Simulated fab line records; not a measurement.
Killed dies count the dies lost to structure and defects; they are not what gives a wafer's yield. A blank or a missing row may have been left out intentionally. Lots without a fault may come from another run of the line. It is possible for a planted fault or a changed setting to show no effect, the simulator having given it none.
Which of the tools did it? :: flow nandHarc :: 13 lots, 37 wafers sampled, at 3 steps of a route of 1302

WHAT THE GAUGES SHOWED, per wafer
NHARC_P_CONTACT_OVL_MEAS_13.
lot: L647
measured: day 6 14:45
on: overlay-01
overlayXNm (nm): -0.1 0.9 -0.1
overlayYNm (nm): -0.3 -0.1 0.2

lot: L648
measured: day 7 03:45
on: overlay-02
overlayXNm (nm): 0.0 -0.8 -0.5
overlayYNm (nm): -0.2 -0.4 -0.5

lot: L649
measured: day 7 13:41
on: overlay-02
overlayXNm (nm): -0.2 -0.1 0.1
overlayYNm (nm): 0.1 0.2 0.1

lot: L650
measured: day 7 22:48
on: overlay-02
overlayXNm (nm): -1.5 -1.6 -1.0
overlayYNm (nm): -0.4 -0.9 -0.4

lot: L651
measured: day 8 14:17
on: overlay-02
overlayXNm (nm): -0.1 -0.6 -0.7
overlayYNm (nm): -0.4 -0.2 -0.5

lot: L653
measured: day 9 05:19
on: overlay-02
overlayXNm (nm): -1.7 -1.8 -1.8
overlayYNm (nm): -0.7 -0.5 -0.2

lot: L654
measured: day 10 05:45
on: overlay-01
overlayXNm (nm): -0.2 0.0 -0.1
overlayYNm (nm): -0.9 -0.9 -1.2

lot: L655
measured: day 10 09:44
on: overlay-02
overlayXNm (nm): 0.6 0.7 0.7
overlayYNm (nm): -0.2 0.0 0.0

lot: L659
measured: day 11 21:26
on: overlay-02
overlayXNm (nm): -0.3 -0.4
overlayYNm (nm): 0.6 0.8

lot: L660
measured: day 12 08:05
on: overlay-02
overlayXNm (nm): 0.2 0.0 0.4
overlayYNm (nm): 0.0 -0.2 -0.1

lot: L661
measured: day 12 18:07
on: overlay-02
overlayXNm (nm): -0.3 -0.6
overlayYNm (nm): -0.5 -0.2

lot: L666
measured: day 14 18:07
on: overlay-01
overlayXNm (nm): -0.2 -0.1 -0.1
overlayYNm (nm): 1.6 1.3 1.0

lot: L667
measured: day 15 01:03
on: overlay-02
overlayXNm (nm): -0.3 -0.4 -0.4
overlayYNm (nm): -1.2 -1.2 -0.6

EACH LOT AND THE TOOL THAT RAN IT (in order: tool; ch and the chambers of the sampled wafers; start)
lot: L647
NHARC_P_GATE_RTA_64: rtpAnneal-01 ch 0, day 6 11:47
NHARC_P_GATE_DEGAS_109: pvdSputter-01, day 6 12:05

lot: L648
NHARC_P_GATE_RTA_64: rtpAnneal-01 ch 0, day 7 00:55
NHARC_P_GATE_DEGAS_109: pvdSputter-02, day 7 01:14

lot: L649
NHARC_P_GATE_RTA_64: rtpAnneal-01 ch 0, day 7 10:51
NHARC_P_GATE_DEGAS_109: pvdSputter-01, day 7 11:10

lot: L650
NHARC_P_GATE_RTA_64: rtpAnneal-01 ch 0, day 7 19:49
NHARC_P_GATE_DEGAS_109: pvdSputter-02, day 7 20:08

lot: L651
NHARC_P_GATE_RTA_64: rtpAnneal-02 ch 0, day 8 11:19
NHARC_P_GATE_DEGAS_109: pvdSputter-02, day 8 11:38

lot: L653
NHARC_P_GATE_RTA_64: rtpAnneal-02 ch 0, day 9 02:28
NHARC_P_GATE_DEGAS_109: pvdSputter-02, day 9 02:47

lot: L654
NHARC_P_GATE_RTA_64: rtpAnneal-02 ch 0, day 10 02:45
NHARC_P_GATE_DEGAS_109: pvdSputter-03, day 10 03:05

lot: L655
NHARC_P_GATE_RTA_64: rtpAnneal-01 ch 0, day 10 06:43
NHARC_P_GATE_DEGAS_109: pvdSputter-03, day 10 07:02

lot: L659
NHARC_P_GATE_RTA_64: rtpAnneal-02 ch 0, day 11 18:31
NHARC_P_GATE_DEGAS_109: pvdSputter-03, day 11 18:47

lot: L660
NHARC_P_GATE_RTA_64: rtpAnneal-02 ch 0, day 12 05:13
NHARC_P_GATE_DEGAS_109: pvdSputter-03, day 12 05:31

lot: L661
NHARC_P_GATE_RTA_64: rtpAnneal-01 ch 0, day 12 14:54
NHARC_P_GATE_DEGAS_109: pvdSputter-03, day 12 15:13

lot: L666
NHARC_P_GATE_RTA_64: rtpAnneal-02 ch 0, day 14 15:10
NHARC_P_GATE_DEGAS_109: pvdSputter-03, day 14 15:28

lot: L667
NHARC_P_GATE_RTA_64: rtpAnneal-02 ch 0, day 14 22:06
NHARC_P_GATE_DEGAS_109: pvdSputter-01, day 14 22:23
- NHARC_P_GATE_RTA_64: time 1 s.
- NHARC_P_GATE_DEGAS_109: time 60 s.

AS READ BY THE TOOLS THEMSELVES (means over the sampled wafers that have a number; for cases with no such wafer, the mark the record gives instead)
NHARC_P_GATE_RTA_64.
lot: L647
tool: rtpAnneal-01
annealTempCMax: 1056.8
lampPowerPct (%): 33.6
lamp_zone_1_pct (%): 33.6
lamp_zone_3_pct (%): 33.7
wafer_temp_C_max: 1054.2

lot: L648
tool: rtpAnneal-01
annealTempCMax: 1057.3
lampPowerPct (%): 33.7
lamp_zone_1_pct (%): 33.7
lamp_zone_3_pct (%): 33.7
wafer_temp_C_max: 1054.2

lot: L649
tool: rtpAnneal-01
annealTempCMax: 1056.0
lampPowerPct (%): 33.6
lamp_zone_1_pct (%): 33.7
lamp_zone_3_pct (%): 33.6
wafer_temp_C_max: 1053.6

lot: L650
tool: rtpAnneal-01
annealTempCMax: 1056.9
lampPowerPct (%): 33.7
lamp_zone_1_pct (%): 33.7
lamp_zone_3_pct (%): 33.7
wafer_temp_C_max: 1054.0

lot: L651
tool: rtpAnneal-02
annealTempCMax: 1057.9
lampPowerPct (%): 29.3
lamp_zone_1_pct (%): 29.3
lamp_zone_3_pct (%): 29.4
wafer_temp_C_max: 1052.6

lot: L653
tool: rtpAnneal-02
annealTempCMax: 1058.6
lampPowerPct (%): 29.3
lamp_zone_1_pct (%): 29.3
lamp_zone_3_pct (%): 29.4
wafer_temp_C_max: 1052.3

lot: L654
tool: rtpAnneal-02
annealTempCMax: 1057.6
lampPowerPct (%): 29.3
lamp_zone_1_pct (%): 29.3
lamp_zone_3_pct (%): 29.3
wafer_temp_C_max: 1052.7

lot: L655
tool: rtpAnneal-01
annealTempCMax: 1057.5
lampPowerPct (%): 33.7
lamp_zone_1_pct (%): 33.7
lamp_zone_3_pct (%): 33.7
wafer_temp_C_max: 1055.7

lot: L659
tool: rtpAnneal-02
annealTempCMax: 1057.1
lampPowerPct (%): 29.4
lamp_zone_1_pct (%): 29.3
lamp_zone_3_pct (%): 29.4
wafer_temp_C_max: 1052.7

lot: L660
tool: rtpAnneal-02
annealTempCMax: 1057.5
lampPowerPct (%): 29.4
lamp_zone_1_pct (%): 29.3
lamp_zone_3_pct (%): 29.3
wafer_temp_C_max: 1053.0

lot: L661
tool: rtpAnneal-01
annealTempCMax: 1057.6
lampPowerPct (%): 33.7
lamp_zone_1_pct (%): 33.7
lamp_zone_3_pct (%): 33.7
wafer_temp_C_max: 1054.9

lot: L666
tool: rtpAnneal-02
annealTempCMax: 1059.7
lampPowerPct (%): 29.3
lamp_zone_1_pct (%): 29.3
lamp_zone_3_pct (%): 29.3
wafer_temp_C_max: 1052.5

lot: L667
tool: rtpAnneal-02
annealTempCMax: 1057.6
lampPowerPct (%): 29.4
lamp_zone_1_pct (%): 29.3
lamp_zone_3_pct (%): 29.3
wafer_temp_C_max: 1052.4

NHARC_P_GATE_DEGAS_109.
lot: L647
tool: pvdSputter-01
heaterPowerW (W): 544
susceptorTempC (C): 299.93

lot: L648
tool: pvdSputter-02
heaterPowerW (W): 488
susceptorTempC (C): 299.98

lot: L649
tool: pvdSputter-01
heaterPowerW (W): 594
susceptorTempC (C): 300.25

lot: L650
tool: pvdSputter-02
heaterPowerW (W): 480
susceptorTempC (C): 300.01

lot: L651
tool: pvdSputter-02
heaterPowerW (W): 516
susceptorTempC (C): 300.08

lot: L653
tool: pvdSputter-02
heaterPowerW (W): 477
susceptorTempC (C): 300.03

lot: L654
tool: pvdSputter-03
heaterPowerW (W): 457
susceptorTempC (C): 299.86

lot: L655
tool: pvdSputter-03
heaterPowerW (W): 529
susceptorTempC (C): 299.92

lot: L659
tool: pvdSputter-03
heaterPowerW (W): 528
susceptorTempC (C): 300.23

lot: L660
tool: pvdSputter-03
heaterPowerW (W): 455
susceptorTempC (C): 299.89

lot: L661
tool: pvdSputter-03
heaterPowerW (W): 466
susceptorTempC (C): 300.10

lot: L666
tool: pvdSputter-03
heaterPowerW (W): 489
susceptorTempC (C): 300.21

lot: L667
tool: pvdSputter-01
heaterPowerW (W): 557
susceptorTempC (C): 299.95

THE ANSWER, worked out from the rows above alone
Rule: usual is defined by the lots themselves. Put in order of their means at a reading, lots are off if they are a third of the lots or fewer, leave a main group of 4 or more, and stand apart from it by a gap of 3 or more times the standard deviation of the main group's means; of several such gaps the widest counts. If all means in a main group match to the digits the tables above print for the reading, that group is not used. Also off: a lot with no number at a reading for which 4 or more lots have one. The other lots that the step has rows for count as sound. First the gauges in route order, then the tools' own readings, where a lot's mean is used as printed above. At the first step where some lot is off, the reading lying furthest off is the one used; lots without a number count as furthest.
None of the lots is off at any reading shown; this tells nothing.

WHAT THE SIMULATOR HAD PUT IN
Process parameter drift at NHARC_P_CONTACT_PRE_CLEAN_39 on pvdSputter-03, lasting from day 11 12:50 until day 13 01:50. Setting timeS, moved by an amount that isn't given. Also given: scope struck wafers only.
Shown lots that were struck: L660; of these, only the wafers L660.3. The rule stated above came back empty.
